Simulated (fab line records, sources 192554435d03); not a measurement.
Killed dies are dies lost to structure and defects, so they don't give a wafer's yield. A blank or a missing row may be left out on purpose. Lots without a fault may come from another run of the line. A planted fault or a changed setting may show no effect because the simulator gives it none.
Which tool did it? | flow n5_finfet | 11 lots, 32 wafers sampled, at 2 steps of a route of 1938

WHAT THE GAUGES READ, wafer by wafer
N5_BEOL_M15_THK_MEAS_50: measures by xrf. Usual: M15_THK 860 nm, standard deviation 20.
lot  | measured     | on            | M15_THK (nm) | flag
L748 | day 11 01:19 | film_metro-01 | 823 848 859  |
L749 | day 11 15:58 | film_metro-01 | 844 848 848  |
L751 | day 11 16:08 | film_metro-01 | 872 855 854  |
L750 | day 12 06:29 | film_metro-01 | 855 876 857  |
L754 | day 12 13:40 | film_metro-01 | 827 849 824  |
L753 | day 12 16:35 | film_metro-01 | 834 816      |
L755 | day 13 12:43 | film_metro-01 | 856 843 879  |
L762 | day 15 04:23 | film_metro-01 | 866 890 886  |
L764 | day 15 14:36 | film_metro-01 | 851 838 884  |
L766 | day 16 04:09 | film_metro-02 | 844 874 885  |
L770 | day 17 03:47 | film_metro-01 | 879 861 882  |

WHICH TOOL RAN EACH LOT (tool, then ch and the chambers of the sampled wafers, then the start)
lot  | N5_BEOL_M15_CMP_49
L748 | cmp-04 ch 1,3, day 11 01:03
L749 | cmp-04 ch 0,2,3, day 11 15:40
L751 | cmp-03 ch 0,2,3, day 11 15:50
L750 | cmp-04 ch 0,1,3, day 12 06:13
L754 | cmp-01 ch 0,2,3, day 12 13:25
L753 | cmp-04 ch 2,3, day 12 16:24
L755 | cmp-03 ch 0,3, day 13 12:25
L762 | cmp-04 ch 0,1,2, day 15 04:07
L764 | cmp-04 ch 1,2, day 15 14:19
L766 | cmp-04 ch 0,1,3, day 16 03:52
L770 | cmp-01 ch 0,1, day 17 03:29
- N5_BEOL_M15_CMP_49: polishes, stops on SiO2, t overpolish 4.9 s, target thk 850 nm.

WHAT THE TOOLS THEMSELVES READ (means of the sampled wafers that have a number; where no wafer has one, the mark that the record gives instead)
N5_BEOL_M15_CMP_49. Usual: barrier_field_endpoint_s 11.4 s, standard deviation 0.4; clearing_platen_rpm 80.00 rpm, standard deviation 0.041; motor_current_A 8.2 A, standard deviation 0.66; overpolish_run_s 4.899 s, standard deviation 0.0088; slurry_filter_dp_kPa 13.49 kPa, standard deviation 0.15.
lot  | tool   | barrier_field_endpoint_s (s) | clearing_platen_rpm (rpm) | motor_current_A (A) | overpolish_run_s (s) | slurry_filter_dp_kPa (kPa) | flag
L748 | cmp-04 | 11.6                         | 80.00                     | 8.2                 | 4.904                | 13.48                      |
L749 | cmp-04 | 11.3                         | 80.00                     | 8.3                 | 4.897                | 13.44                      |
L751 | cmp-03 | 11.1                         | 79.95                     | 7.5                 | 4.899                | 13.44                      |
L750 | cmp-04 | 12.0                         | 79.98                     | 8.4                 | 4.897                | 13.45                      |
L754 | cmp-01 | 11.6                         | 80.00                     | 8.0                 | 4.907                | 13.54                      |
L753 | cmp-04 | 11.0                         | 80.02                     | 8.3                 | 4.889                | 13.55                      |
L755 | cmp-03 | 11.3                         | 79.97                     | 8.0                 | 4.904                | 13.58                      |
L762 | cmp-04 | 11.3                         | 80.03                     | 8.1                 | 4.903                | 13.48                      |
L764 | cmp-04 | 11.8                         | 80.02                     | 8.5                 | 4.905                | 13.55                      |
L766 | cmp-04 | 11.6                         | 79.98                     | 8.1                 | 4.906                | 13.37                      |
L770 | cmp-01 | 11.2                         | 79.94                     | 8.5                 | 4.897                | 13.57                      |

THE ANSWER, worked out from the rows above alone
Rule: a lot is off if the mean of its wafers that have a number lies more than 3 standard deviations from the usual mean. A lot without any number at a reading at which 4 lots or more have one is off too. The other lots that the step has rows for count as sound. The gauges are gone through in route order, then the tools' own readings, and for those a lot's mean is taken as printed above. The first step at which some lot is off is used, and at that step the reading that is off furthest; a lot without a number counts as furthest.
No lot is off at any reading shown: from this, nothing can be told.

WHAT THE SIMULATOR HAD PUT IN
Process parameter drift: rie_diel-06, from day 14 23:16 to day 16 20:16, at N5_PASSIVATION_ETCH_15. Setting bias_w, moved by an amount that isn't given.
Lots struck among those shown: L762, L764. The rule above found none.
